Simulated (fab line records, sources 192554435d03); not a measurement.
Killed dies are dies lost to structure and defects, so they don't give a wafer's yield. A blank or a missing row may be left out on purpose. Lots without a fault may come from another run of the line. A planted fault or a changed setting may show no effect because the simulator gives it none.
fab line records | flow n5_finfet
record lots=5 wafers=15 last_day=17
route steps=1938 shown WELL_APT@35 PMOS_HMC_CHANNEL_EPI@57 BEOL_M4@1111 PASSIVATION@1936
lots that met no fault: from a run of the same line without faults
start_h: hours from the record's first day to the start of the lot's first wafer shown | wait_h: hours since the lot's step before | " the same as in the row above | L1.1+2: a row that stands for several wafers | - no value, or no start given | * or withheld: withheld | < > ~ a bound
route shown NAME@n: a module of which the file shows steps, and the number in the route of the first | usual: mean/standard deviation of fault-free wafers | same: alike in all rows | chamber/n: place in a boat | sites: the reading at each site | _std_site: their standard deviation | _edge_site: outer sites' mean less inner sites' | radius_mm: how far each site lies from the wafer's centre | mask NAME#n: copy n | behind: the tool/chamber that last shaped the wafer | hold: why the lot was held/for how many hours/how that ended | device: the transistor (n, p or np) that didn't switch | end of line: the same wafers' tests at the end of the route | a step without rows: its recipe alone | killed: dies lost to structure and defects at the first sort, not the wafer's yield | map: a wafer's dies, x killed, . not, _ none there
set.NAME: the setting as run; set.NAME@STEP: as run at that earlier step | model.NAME: the simulator's own value behind a step, which no gauge read
lots at some steps of the route; a table a step, a row a wafer
services: from which hour (start_h, from the record's first day; less than 0 if before it) a tool's chamber was out of use, for how many hours, and why
## steps
# step N5_WELL_APT_HMDS_18
# recipe time_s=60 temp_c=120
# step N5_WELL_APT_COAT_19
# recipe spin_rpm=1357 resist_thk_nm=950
# step N5_WELL_APT_EBR_21
# recipe solvent=PGMEA ebr_width_mm=1.5
# step N5_WELL_APT_SOFTBAKE_20
# recipe temp_c=130 time_s=60
# step N5_WELL_APT_EXPOSE_22
# recipe mask_id=PWELL na=0.8 source_shape=conventional sigma_outer=0.8 polarization=unpolarized defocus_nm=0 target_cd_nm=200 dose_mj=23.2
# step N5_WELL_APT_PEB_23
# recipe peb_temp_c=130 peb_time_s=90
# step N5_WELL_APT_DEVELOP_24
# recipe develop_time_s=45 rinse_liquid=surfactant_rinse dry=air_spin dev_temp_c=21
# step N5_WELL_APT_HARDBAKE_29
# recipe temp_c=130 time_s=120
# step N5_WELL_APT_DESCUM_30
# recipe chemistry=O2 time_s=7.9 source_power_w=50 bias_power_w=20 pressure_mtorr=20 rf_frequency_hz=2.712e+07 temp_c=40 o2_flow_sccm=225
# step N5_WELL_APT_IMPLANT_31
# recipe species=B energy_kev=60 dose_cm2=1.5e+13 tilt_deg=0 rotation_deg=0
# usual beam_energy_keV=59.999/0.02 beam_on_s=9.99/0.2
# columns lot.wafer tool chamber start_h wait_h beam_energy_keV beam_on_s
L917.1 implanter-01 - 93.99 0.1 - -
L917.4 " - " " - -
L917.6 " - " " - -
L918.1 implanter-02 - 98.95 0.1 - -
L918.2 " - " " - -
L918.4 " - " " - -
L919.4 implanter-01 - 105.69 0.2 - -
L919.5 " - " " - -
L919.6 " - " " - -
L923.2 implanter-01 0 128.91 0.1 59.996 9.87
L923.4 " 0 " " 60.000 10.16
L923.6 " 0 " " 59.993 9.86
L926.2 implanter-01 0 147.60 0.1 59.959 10.01
L926.5 " 0 " " 60.010 10.26
L926.6 " 0 " " 59.996 10.09
# step N5_WELL_APT_IMPLANT_32
# recipe species=BF2 energy_kev=50 dose_cm2=2e+13 tilt_deg=0 rotation_deg=0
# step N5_WELL_APT_STRIP_33
# recipe chemistry=SPM time_s=900 temp_c=130 h2so4_h2o2_vol_ratio=4 dry=ipa_marangoni
# step N5_WELL_APT_RTA_34
# recipe temp_c=1000 time_s=10 ambient=N2 idle_temp_c=600 ramp_up_c_per_s=150 ramp_down_c_per_s=60 cool_to_c=600
# step N5_WELL_APT_OXIDE_STRIP_42
# recipe chemistry=dHF dilution=25:1 time_s=45 temp_c=25 target=SiO2 target_depth_a=120
# step N5_WELL_APT_PRECLEAN_36
# recipe chemistry=O3/DIW time_s=45 temp_c=22 o3_ppm=10
# step N5_WELL_APT_PRECLEAN_39
# recipe chemistry=dHF time_s=60 dilution=150:1 temp_c=25
# step N5_WELL_APT_SRD_37
# recipe dry=ipa_marangoni do_ppb=5 time_s=30 temp_c=23 rinse_liquid=diw
# step N5_WELL_APT_EPI_41
# recipe material=Si target_thk_a=500 temp_c=650 precursor=SiH4/H2 pressure_torr=20 time_s=297.7
# step N5_PMOS_HMC_CHANNEL_EPI_HM_DEP_34
# recipe material=SiO2 target_thk_a=360 temp_c=400 precursor=TEOS/O2 pressure_torr=6.5 rf_w=900 teos_flow_sccm=161.4 gas=O2 flow_sccm=2650 time_s=6.9
# step N5_PMOS_HMC_CHANNEL_EPI_COAT_31
# recipe resist=BARC temp_c=205 time_s=60 spin_rpm=1500 resist_thk_nm=66
# step N5_PMOS_HMC_CHANNEL_EPI_COAT_03
# recipe resist=CAR-ArF-block spin_rpm=1500 resist_thk_nm=205
# step N5_PMOS_HMC_CHANNEL_EPI_EBR_05
# recipe solvent=PGMEA ebr_width_mm=1.5
# step N5_PMOS_HMC_CHANNEL_EPI_SOFTBAKE_04
# recipe temp_c=110 time_s=60 resist=CAR-ArF-block
# step N5_PMOS_HMC_CHANNEL_EPI_EXPOSE_06
# recipe mask_id=PMOS_HMC_BLK na=1.35 source_shape=conventional sigma_outer=0.8 polarization=unpolarized target_cd_nm=240 dose_mj=41
# step N5_PMOS_HMC_CHANNEL_EPI_PEB_07
# recipe peb_temp_c=110 peb_time_s=60 resist=CAR-ArF-block
# step N5_PMOS_HMC_CHANNEL_EPI_DEVELOP_08
# recipe develop_time_s=30 developer=TMAH resist=CAR-ArF-block dev_temp_c=23 rinse_liquid=diw dry=air_spin
# step N5_PMOS_HMC_CHANNEL_EPI_DESCUM_14
# recipe chemistry=O2 time_s=7.9 source_power_w=50 bias_power_w=20 pressure_mtorr=20 rf_frequency_hz=2.712e+07 temp_c=40 resist=CAR-ArF-block o2_flow_sccm=225
# step N5_PMOS_HMC_CHANNEL_EPI_ETCH_32
# recipe chemistry=N2/H2 target=BARC stop_on=SiO2 target_depth_a=858 over_etch_frac=0.3 time_s=50.3 ion_energy_ev=200 mask_material=CAR-ArF-block pressure_mtorr=30 source_w=840 bias_w=150 n2_flow_sccm=200 h2_flow_sccm=200
# step N5_PMOS_HMC_CHANNEL_EPI_HM_OPEN_15
# recipe chemistry=CHF3/O2 target=SiO2 mask_material=CAR-ArF-block target_depth_a=406 CHF3_flow_sccm=50 O2_flow_sccm=5 Ar_flow_sccm=200 time_s=20.3 pressure_mtorr=30 source_w=650 bias_w=170 ion_energy_ev=200
# step N5_PMOS_HMC_CHANNEL_EPI_STRIP_33
# recipe chemistry=N2/H2 power_w=500 temp_c=40 pressure_mtorr=50 rf_frequency_hz=6e+07 overash_fraction=0.3 bias_power_w=8 h2_frac=0.5 n2_flow_sccm=300 h2_flow_sccm=300
# step N5_PMOS_HMC_CHANNEL_EPI_STRIP_17
# recipe chemistry=SPM time_s=750 temp_c=130 h2so4_h2o2_vol_ratio=4 dry=ipa_marangoni
# step N5_PMOS_HMC_CHANNEL_EPI_ETCH_38
# recipe chemistry=CF4 target=SiO2 target_depth_a=15 ion_energy_ev=350 pressure_mtorr=10 icp_w=800 bias_w=400 cf4_flow_sccm=80
# step N5_PMOS_HMC_CHANNEL_EPI_FIN_RECESS_16
# recipe chemistry=HBr/Cl2 target=Si mask_material=SiO2 target_depth_a=540 time_s=18 pressure_mtorr=10 icp_w=800 bias_w=75 HBr_flow_sccm=150 Cl2_flow_sccm=80
# step N5_PMOS_HMC_CHANNEL_EPI_PRECLEAN_36
# recipe chemistry=O3/DIW time_s=45 temp_c=22 o3_ppm=10
# step N5_PMOS_HMC_CHANNEL_EPI_PRECLEAN_18
# recipe chemistry=DHF time_s=30 temp_c=25 dilution=withheld
# step N5_BEOL_M4_RC_MEAS_101
# usual DIBL_N=36.4/1.7 DIBL_P=36.4/2.1 IOFF_N=0.16/0.035 IOFF_P=0.21/0.035 ION_N=680/11 ION_P=465/6.8 RS_PWELL=3011/25 SS_N=71.5/0.58 SS_P=73.2/0.72 VT_N=249/3.6 VT_P=-250/3.1
# columns lot.wafer tool chamber start_h wait_h DIBL_N[mV/V] DIBL_P[mV/V] IOFF_N[nA/um] IOFF_P[nA/um] ION_N[uA/um] ION_P[uA/um] RS_PWELL[ohm/sq] SS_N[mV/dec] SS_P[mV/dec] VT_N[mV] VT_P[mV]
L917.1 prober-02 0 252.01 0.0 36.0 35.4 0.16 0.23 674 471 22330 71.6 73.0 247 -245
L917.4 " 0 " " 35.6 35.3 0.16 0.23 687 474 22255 71.0 73.0 247 -247
L917.6 " 0 " " 37.2 36.3 0.18 0.25 691 471 22385 71.9 73.1 245 -247
L918.1 prober-01 0 256.36 0.0 38.1 39.4 0.18 0.23 689 468 22439 71.3 74.0 247 -252
L918.2 " 0 " " 36.8 37.1 0.15 0.18 663 451 22372 71.1 73.1 253 -254
L918.4 " 0 " " 35.9 36.7 0.14 0.18 674 464 22421 70.7 73.3 251 -253
L919.4 prober-02 0 261.21 0.5 31.2 31.1 0.10 0.14 662 459 22636 70.3 71.5 254 -257
L919.5 " 0 " " 33.9 34.0 0.12 0.16 668 455 22323 71.0 72.2 253 -256
L919.6 " 0 " " 33.3 34.3 0.13 0.17 671 464 22606 70.7 72.3 251 -252
L923.2 prober-01 0 296.90 0.2 40.0 37.8 0.22 0.26 697 471 3002 72.5 74.2 245 -247
L923.4 " 0 " " 36.0 32.5 0.14 0.18 663 458 3024 71.5 72.3 251 -254
L923.6 " 0 " " 36.9 34.8 0.17 0.21 686 470 3003 71.1 73.2 246 -251
L926.2 prober-01 0 306.27 0.7 37.3 36.7 0.16 0.23 682 467 2942 71.7 72.8 249 -247
L926.5 " 0 " " 35.5 34.1 0.14 0.19 683 469 2951 71.3 73.1 252 -251
L926.6 " 0 " " 37.7 37.6 0.17 0.25 686 471 2939 71.9 73.9 249 -247
# step N5_PASSIVATION_PROBE_49
# usual defect_limited_yield=91.3/1.4 killed_at_M0_to_M3=36/11 killed_at_M4_up=13/5.2 killed_at_contacts=13/6.5 killed_at_front_end=37/11 killed_at_other=3.6/2.9 killed_dies=103/17 killed_open=68/12 killed_short=33/7.3 sort_bin_5_function=5.2/0.91 sort_bin_6_memory=3.2/0.67 sort_n_pass=1077/17 sort_yield_pct=91.3/1.4
# same gross_dies=1180 killed_at_back_side=0 sort_bin_4_leakage[%]=0 sort_bin_8_speed[%]=0
# columns lot.wafer tool chamber start_h wait_h defect_limited_yield[%] killed_at_M0_to_M3 killed_at_M4_up killed_at_contacts killed_at_front_end killed_at_other killed_dies killed_open killed_short sort_bin_5_function[%] sort_bin_6_memory[%] sort_n_pass sort_yield_pct[%]
L917.1 prober-01 - 367.95 0.0 88.1 44 19 7 56 14 140 85 49 6.9 4.6 1040 88.1
L917.4 prober-01 - 368.10 0.2 89.8 32 19 9 55 5 120 62 43 5.8 3.3 1060 89.8
L917.6 prober-01 - 368.20 0.3 91.4 32 12 2 51 4 101 64 33 4.9 3.2 1079 91.4
L923.2 prober-02 - 404.36 0.1 92.7 47 9 11 19 0 86 54 30 4.1 3.0 1094 92.7
L923.4 prober-02 - 404.46 0.2 91.1 42 14 17 28 4 105 68 36 5.1 3.4 1075 91.1
L923.6 prober-02 - 404.56 0.3 92.4 36 10 14 27 3 90 63 26 4.5 2.9 1090 92.4
L926.2 prober-01 - 409.95 0.1 91.3 34 23 14 25 7 103 76 27 4.7 3.6 1077 91.3
L926.5 prober-01 - 410.10 0.2 90.4 59 20 6 23 5 113 80 33 5.7 3.6 1067 90.4
L926.6 prober-01 - 410.15 0.3 89.9 50 17 4 40 8 119 76 41 5.8 4.1 1061 89.9
# killed by level:class
L917.1 FIN_SAQP:geometric_particle:short=13 BEOL_M0_SAQP:geometric_particle:open=12 FIN_SAQP:geometric_particle:open=8 BEOL_M0_SAQP:geometric_particle:short=7 MOL_CONTACT_COAG:geometric_particle:open=7 BEOL_M2:geometric_particle:open=7 BEOL_M4:geometric_particle:short=6 PASS1_CAP:geometric_particle:open=6
L917.4 BEOL_M1:geometric_particle:open=12 FIN_SAQP:geometric_particle:short=10 HKMG_FIN:area_etch=8 FIN_SAQP:geometric_particle:open=7 STI_FIN_REVEAL:geometric_particle:open=7 MOL_CONTACT_COAG:geometric_particle:open=7 GATE_CUT:geometric_particle:short=7 BEOL_M4:geometric_particle:short=7
L917.6 FIN_SAQP:geometric_particle:open=9 DUMMY_GATE:geometric_particle:open=8 FIN_SAQP:geometric_particle:short=7 STI_FIN_REVEAL:geometric_particle:open=7 BEOL_M1:geometric_particle:open=7 BEOL_M0_SAQP:geometric_particle:short=5 BEOL_M0_SAQP:geometric_particle:open=5 BEOL_M0:geometric_particle:open=3
L923.2 BEOL_M1:geometric_particle:open=11 MOL_CONTACT_COAG:geometric_particle:open=10 BEOL_M0_SAQP:geometric_particle:open=9 BEOL_M1:geometric_particle:short=7 BEOL_M2:geometric_particle:open=6 BEOL_M3:geometric_particle:open=6 FIN_SAQP:geometric_particle:short=5 BEOL_M0_SAQP:geometric_particle:short=5
L923.4 MOL_CONTACT_COAG:geometric_particle:open=15 BEOL_M0_SAQP:geometric_particle:open=14 FIN_SAQP:geometric_particle:open=10 BEOL_M0_SAQP:geometric_particle:short=7 BEOL_M1:geometric_particle:open=6 FIN_SAQP:geometric_particle:short=5 BEOL_M2:geometric_particle:open=5 GATE_CUT:geometric_particle:short=4
L923.6 MOL_CONTACT_COAG:geometric_particle:open=14 BEOL_M2:geometric_particle:open=10 FIN_SAQP:geometric_particle:short=7 BEOL_M0_SAQP:geometric_particle:open=7 BEOL_M0_SAQP:geometric_particle:short=7 BEOL_M1:geometric_particle:open=6 FIN_SAQP:geometric_particle:open=4 STI_FIN_REVEAL:geometric_particle:open=4
L926.2 BEOL_M4:geometric_particle:open=14 MOL_CONTACT_COAG:geometric_particle:open=12 BEOL_M0_SAQP:geometric_particle:short=8 BEOL_M0_SAQP:geometric_particle:open=8 FIN_SAQP:geometric_particle:open=7 BEOL_M3:geometric_particle:open=5 STI_FIN_REVEAL:geometric_particle:open=4 STARTING-WAFER:geometric_particle:short=4
L926.5 BEOL_M3:geometric_particle:open=20 BEOL_M0_SAQP:geometric_particle:open=16 BEOL_M0_SAQP:geometric_particle:short=9 FIN_SAQP:geometric_particle:open=8 BEOL_M4:geometric_particle:open=8 BEOL_M1:geometric_particle:open=6 BEOL_M3:geometric_particle:short=4 BEOL_M4:geometric_particle:short=4
L926.6 BEOL_M3:geometric_particle:open=15 FIN_SAQP:geometric_particle:open=12 BEOL_M0_SAQP:geometric_particle:short=12 FIN_SAQP:geometric_particle:short=9 BEOL_M4:geometric_particle:open=8 BEOL_M1:geometric_particle:open=7 BEOL_M3:geometric_particle:short=6 STI_FIN_REVEAL:geometric_particle:open=5
## services
# columns tool chamber start_h hours kind
implanter-02 - 125.09 8.7 repair
implanter-02 - 145.47 0.7 repair
## key
first_sign step=N5_WELL_APT_IMPLANT_31 reading=tool_record direction=missing
effect step=N5_BEOL_M4_RC_MEAS_101 reading=RS_PWELL direction=up sigmas=99+ usual=3011 struck=22419
met_at N5_WELL_APT_IMPLANT_31
struck_wafers L917.1,L917.4,L917.6,L918.1,L918.2,L918.4,L919.4,L919.5,L919.6
fault kind=skipped_step_whole tool=implanter-01,implanter-02 chamber=- onset_h=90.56 steps=N5_WELL_APT_IMPLANT_31 scope=struck_lots_only
